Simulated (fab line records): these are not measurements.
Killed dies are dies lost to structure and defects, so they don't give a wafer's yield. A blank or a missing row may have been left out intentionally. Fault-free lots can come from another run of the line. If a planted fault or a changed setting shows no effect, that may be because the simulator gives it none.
Which tool is to blame? / flow n5 finfet / 21 wafers sampled from 7 lots at 1 step of a route of 1938

== WHAT EACH GAUGE READ, for each wafer ==
N5_BEOL_M3_OVL_MEAS_12.
lot=L331; measured=day 7 21:17; on=overlay-01; M3_OVL (nm)=-1.6 -0.5 -1.3
lot=L333; measured=day 8 12:20; on=overlay-02; M3_OVL (nm)=0.3 0.8 -0.3
lot=L335; measured=day 9 00:17; on=overlay-02; M3_OVL (nm)=-0.1 -0.2 -0.3
lot=L343; measured=day 11 11:13; on=overlay-01; M3_OVL (nm)=-0.6 -1.5 -0.6
lot=L346; measured=day 11 19:38; on=overlay-02; M3_OVL (nm)=-0.8 -0.8 -1.0
lot=L348; measured=day 12 07:21; on=overlay-01; M3_OVL (nm)=-0.7 0.5 -0.3
lot=L349; measured=day 13 12:10; on=overlay-02; M3_OVL (nm)=-0.7 0.7 -0.9

== WHICH TOOL RAN EACH LOT (tool, then ch and the chambers of the sampled wafers, then the start) ==
The record holds no process step before these readings.

== THE ANSWER, worked out from the rows above alone ==
Rule: usual is defined by the lots themselves. Put in order of their means at a reading, lots are off if they are a third of the lots or fewer, leave a main group of 4 or more, and stand apart from it by a gap of 3 or more times the standard deviation of the main group's means; of several such gaps the widest counts. Not used: any main group whose means are identical at the precision the tables above print for the reading. A lot without any number at a reading at which 4 lots or more have one is off too. All remaining lots with rows at the step are treated as sound.
None of the lots is off at any reading shown; this tells nothing.

== WHAT HAD BEEN PUT IN BY THE SIMULATOR ==
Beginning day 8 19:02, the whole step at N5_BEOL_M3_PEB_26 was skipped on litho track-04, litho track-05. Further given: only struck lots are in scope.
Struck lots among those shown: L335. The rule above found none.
